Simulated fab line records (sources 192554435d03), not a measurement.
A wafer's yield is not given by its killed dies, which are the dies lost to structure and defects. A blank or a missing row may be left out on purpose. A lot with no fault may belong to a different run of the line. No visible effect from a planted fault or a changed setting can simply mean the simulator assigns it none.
Matching of chambers -- flow n5_finfet -- N5_BEOL_M2_ILD_DEP_00 on pecvd-04 has 3 sister chambers
The step deposits SiOC from DEMS/O2, target thk 79 nm, time 15.3 s. 16 wafers are shown with their chamber, then 8 later ones without.

== WAFERS, EACH WITH ITS CHAMBER ==
wafer,chamber,heater_power_w (W),heater_power_outer_w (W),throttle_valve_pct (%)
L074.2,1,338,169,11.9
L074.3,2,488,255,12.0
L074.5,2,498,250,12.2
L075.2,0,506,282,11.8
L075.4,2,490,263,11.8
L075.6,1,362,188,11.9
L077.1,0,481,259,11.9
L077.2,1,391,206,11.9
L077.3,2,522,275,12.0
L081.2,1,313,143,11.9
L081.3,0,504,286,11.8
L081.4,2,517,269,12.1
L083.1,0,445,245,11.9
L083.4,0,453,241,11.9
L083.5,2,526,281,12.5
L091.1,2,540,304,11.3

SIGNATURES, as means of the wafers listed above
reading,chamber 0,chamber 1,chamber 2,scatter within a chamber
heater_power_w,477.80,351.00,511.57,26.1
heater_power_outer_w,262.60,176.50,271.00,21.2
throttle_valve_pct,11.860,11.900,11.986,0.254
Rule: distance of a wafer from a chamber = root of the sum over the readings of ((wafer's reading minus chamber's mean) / reading's scatter) squared. The wafer belongs to the nearest chamber; if the next one is less than 2 further off, it can't be placed. The scatter: the root of (the sum of the squares of (reading less its chamber's mean) over the shown wafers, divided by (wafers less chambers)).

== WAFERS WITH NO CHAMBER GIVEN ==
wafer,heater_power_w (W),heater_power_outer_w (W),throttle_valve_pct (%)
L091.4,322,155,11.8
L091.5,555,305,10.9
L093.2,358,190,11.7
L093.5,363,191,12.0
L093.6,440,236,11.0
L097.2,543,296,11.2
L097.4,432,217,11.3
L097.5,491,264,12.0

== THE CHAMBER EACH PASSED THROUGH ==
wafer,from the rows above,in truth
L091.4,1,1
L091.5,can't be placed: 2 or 0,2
L093.2,1,1
L093.5,1,1
L093.6,can't be placed: 0 or 2 or 1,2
L097.2,can't be placed: 2 or 0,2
L097.4,can't be placed: 0 or 1 or 2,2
L097.5,can't be placed: 0 or 2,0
Placed correctly: 3 of 8. From these rows, 5 cannot be placed; in 5 the true chamber is one of the candidates. Placed wrongly: 0.
